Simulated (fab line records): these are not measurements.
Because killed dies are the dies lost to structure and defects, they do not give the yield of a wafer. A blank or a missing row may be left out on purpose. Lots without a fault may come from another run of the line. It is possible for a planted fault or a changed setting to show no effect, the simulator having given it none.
Chamber matching | flow n5-finfet | 3 sister chambers for N5_ZERO_LAYER_PECVD_02 on pecvd-04
The step deposits SiO2 from SiH4/N2O, target thk 10 nm, time 6 s. 6 wafers are shown with their chamber, then 9 later ones without.

== WAFERS WITH THEIR CHAMBER ==
wafer  | chamber | showerhead-plenum-p-Torr (Torr) | heater-power-w (W)
L089.1 | 1       | 7.96                            | 811
L089.2 | 0       | 8.11                            | 690
L089.4 | 2       | 8.24                            | 663
L091.1 | 0       | 8.08                            | 724
L091.2 | 1       | 7.98                            | 901
L091.3 | 2       | 8.27                            | 660

== WAFERS WITHOUT THEIR CHAMBER ==
wafer  | showerhead-plenum-p-Torr (Torr) | heater-power-w (W)
L093.2 | 8.28                            | 695
L093.3 | 8.11                            | 788
L093.4 | 8.26                            | 694
L096.1 | 8.11                            | 834
L096.2 | 7.99                            | 936
L096.5 | 7.98                            | 917
L097.2 | 7.98                            | 961
L097.3 | 8.12                            | 721
L097.4 | 8.13                            | 734

== WHICH CHAMBER EACH WENT THROUGH ==
wafer  | from the rows above | in truth
L093.2 | 2                   | 2
L093.3 | 0                   | 0
L093.4 | 2                   | 2
L096.1 | 0                   | 0
L096.2 | 1                   | 1
L096.5 | 1                   | 1
L097.2 | 1                   | 1
L097.3 | 0                   | 0
L097.4 | 0                   | 0
Correct placement for 9 of the 9. From these rows, 0 cannot be placed. Placed wrongly: 0.
How it was worked out, from the rows above alone: a wafer's distance from a chamber is the root of the sum, over the readings, of the square of ((its reading less the chamber's mean) divided by the reading's scatter). The wafer belongs to the nearest chamber; if the next one is less than 2 further off, it can't be placed. The mean given for a chamber averages the wafers shown for that chamber. The scatter: take each reading less its chamber's mean, square it, sum over the shown wafers, divide by the number of wafers less the number of chambers, and take the root.
